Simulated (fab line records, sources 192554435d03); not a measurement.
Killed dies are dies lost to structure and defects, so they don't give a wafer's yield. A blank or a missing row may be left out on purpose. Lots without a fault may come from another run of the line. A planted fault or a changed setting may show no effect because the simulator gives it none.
Chamber matching | flow n5_finfet | N5_FIN_SAQP_ETCH_52 on rie_diel-01: 4 sister chambers
The step etches SOC in N2/H2, target depth 100 nm, overetch 20 nm, time 150 s. 14 wafers are shown with their chamber, then 7 later ones without.

WAFERS WITH THEIR CHAMBER
wafer  | chamber | showerhead_plenum_p_Torr (Torr) | drypump_motor_current_A (A) | rf_vpp_V (V)
L074.2 | 0       | 2.71                            | 5.7                         | 528.9
L074.5 | 3       | 2.57                            | 5.6                         | 525.1
L074.6 | 0       | 2.71                            | 5.8                         | 528.2
L082.1 | 0       | 2.70                            | 5.7                         | 528.9
L082.3 | 2       | 2.49                            | 6.2                         | 521.3
L082.4 | 3       | 2.56                            | 5.6                         | 524.5
L089.2 | 1       | 2.58                            | 5.7                         | 525.2
L089.4 | 3       | 2.55                            | 5.6                         | 522.4
L089.5 | 1       | 2.58                            | 5.7                         | 525.7
L090.1 | 3       | 2.55                            | 5.6                         | 524.8
L090.4 | 2       | 2.48                            | 6.3                         | 520.7
L090.5 | 0       | 2.69                            | 5.7                         | 525.7
L094.1 | 1       | 2.58                            | 5.8                         | 523.5
L094.4 | 0       | 2.69                            | 5.7                         | 528.1

SIGNATURES (means of the wafers above)
reading                  | chamber 0 | chamber 1 | chamber 2 | chamber 3 | scatter within a chamber
showerhead_plenum_p_Torr | 2.7000    | 2.5800    | 2.4850    | 2.5575    | 0.00851
drypump_motor_current_A  | 5.720     | 5.733     | 6.250     | 5.600     | 0.0443
rf_vpp_V                 | 527.960   | 524.800   | 521.000   | 524.200   | 1.2
Rule: a wafer's distance from a chamber is the root of the sum, over the readings, of the square of ((its reading less the chamber's mean) divided by the reading's scatter). The wafer belongs to the nearest chamber; if the next one is less than 2 further off, it can't be placed. The scatter: the root of (the sum of the squares of (reading less its chamber's mean) over the shown wafers, divided by (wafers less chambers)).

WAFERS WITHOUT THEIR CHAMBER
wafer  | showerhead_plenum_p_Torr (Torr) | drypump_motor_current_A (A) | rf_vpp_V (V)
L094.5 | 2.69                            | 5.7                         | 527.4
L095.1 | 2.55                            | 5.6                         | 524.7
L095.2 | 2.58                            | 5.8                         | 524.5
L095.4 | 2.69                            | 5.7                         | 529.5
L096.1 | 2.48                            | 6.3                         | 523.0
L096.2 | 2.55                            | 5.6                         | 522.5
L096.3 | 2.69                            | 5.8                         | 527.8

WHICH CHAMBER EACH WENT THROUGH
wafer  | from the rows above | in truth
L094.5 | 0                   | 0
L095.1 | 3                   | 3
L095.2 | 1                   | 1
L095.4 | 0                   | 0
L096.1 | 2                   | 2
L096.2 | 3                   | 3
L096.3 | 0                   | 0
Placed correctly: 7 of 7. Can't be placed from these rows: 0. Placed wrongly: 0.
